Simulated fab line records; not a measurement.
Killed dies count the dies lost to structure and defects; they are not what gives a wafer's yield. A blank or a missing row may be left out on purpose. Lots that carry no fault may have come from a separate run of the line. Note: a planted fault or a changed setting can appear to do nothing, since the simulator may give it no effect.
A lot that was struck, set against a sound lot | flow nand_harc | 14 steps out of a route of 1302
Sound: these wafers, L383.1, L383.2, L383.5. The struck wafers were L395.1, L395.3, L395.4. Last of all comes the cause.
For every step that has rows: the tool of each side, followed by ch and its chambers, followed by its first start. Under that, the readings that differ: sound wafers | struck wafers | difference of the means | sigmas: that difference in standard deviations of wafers without a fault.
alike: a reading whose means differ by less than 2 such deviations, as well as words and numbers matching on both sides. not compared: withheld readings; readings where some wafer has no value; bounds like >300 that might hide an equal value; numbers whose values overlap and for which the record gives no deviation.
Wherever a step has rows on one side only, a row that says differs or no value, or a row with sigmas, the two part there. Numbers that have no deviation but don't overlap get no sigmas and don't part them. A reading missing from all wafers of one side parts the sides only when that side holds two or more wafers.

NHARC_P_ZERO_WELL_CD_MEAS_11: the cd target is 500 nm.
  sound on cd_sem-01 ch 0, day 1 21:08; struck on cd_sem-02 ch 0, day 6 21:15
  alike: cd_nm
then, 1 step without rows for these wafers: NHARC_P_ZERO_WELL_HARDBAKE_12 (time 65 s).
NHARC_P_ZERO_WELL_DESCUM_13: chemistry O2, time 3 s.
  sound on rie_diel-03 ch 0,3, day 1 21:17; struck on rie_diel-03 ch 0,1,3, day 6 21:25
  reading                | sound                | struck               | difference | sigmas
  throttle_valve_pct (%) | 11.319 11.342 11.312 | 11.306 11.303 11.297 | -0.022     | -2
  alike: drypump_motor_current_A, oes_product_au, rf_vpp_V, showerhead_plenum_p_Torr
  not compared: rf_hours_counter_h
NHARC_P_ZERO_WELL_ETCH_65: etches the open film in N2/H2, target depth 80 nm, overetch 24 nm, time 87.88 s.
  sound on rie_diel-03 ch 1,2,3, day 1 21:25; struck on rie_diel-03 ch 0,1,3, day 6 21:29
  alike: drypump_motor_current_A, oes_product_au, rf_vpp_V, showerhead_plenum_p_Torr, throttle_valve_pct
  not compared: rf_hours_counter_h
NHARC_P_ZERO_WELL_ETCH_62: etches the open film in CHF3/Ar, target depth 13 nm, time 6.5 s.
  sound: rie_diel-03 ch 0,3; struck: rie_diel-03 ch 0,2,3
  alike: drypump_motor_current_A, oes_product_au, rf_vpp_V, showerhead_plenum_p_Torr, throttle_valve_pct
  not compared: rf_hours_counter_h
NHARC_P_ZERO_WELL_ETCH_63: etches the open film in HBr/Cl2, target depth 120 nm, time 40.1 s.
  sound on rie_si-05 ch 1,2, day 1 22:19; struck on rie_si-05 ch 0,1,3, day 6 21:40
  alike: drypump_motor_current_A, hbr_flow_sccm, oes_product_au, throttle_valve_pct
  not compared: rf_hours_counter_h
then, 6 steps without rows for these wafers: NHARC_P_ZERO_WELL_STRIP_15 (strips in SPM, time 900 s); NHARC_P_ZERO_WELL_DEHYDRATE_16 (time 120 s); NHARC_P_ZERO_WELL_HMDS_17 (time 30 s); NHARC_P_ZERO_WELL_COAT_18; NHARC_P_ZERO_WELL_SOFTBAKE_19 (time 95 s); NHARC_P_ZERO_WELL_EBR_20.
NHARC_P_ZERO_WELL_EXPOSE_21: exposes mask P NWELL, target cd 720 nm.
  sound on krf_scanner-04 ch 0, day 1 23:04; struck on krf_scanner-02 ch 0, day 6 22:19
  reading              | sound                | struck               | difference | sigmas
  exposure_dose_mJ_cm2 | 22.300 22.333 22.321 | 22.705 22.688 22.660 | +0.366     | +17
  alike: mask
then, 1 step without rows for these wafers: NHARC_P_ZERO_WELL_PEB_22 (peb time 85 s).

## WHERE THEY PART
Earliest at NHARC_P_ZERO_WELL_DESCUM_13; latest, in this record, at NHARC_P_ZERO_WELL_EXPOSE_21.

WHY: whatever the simulator had introduced
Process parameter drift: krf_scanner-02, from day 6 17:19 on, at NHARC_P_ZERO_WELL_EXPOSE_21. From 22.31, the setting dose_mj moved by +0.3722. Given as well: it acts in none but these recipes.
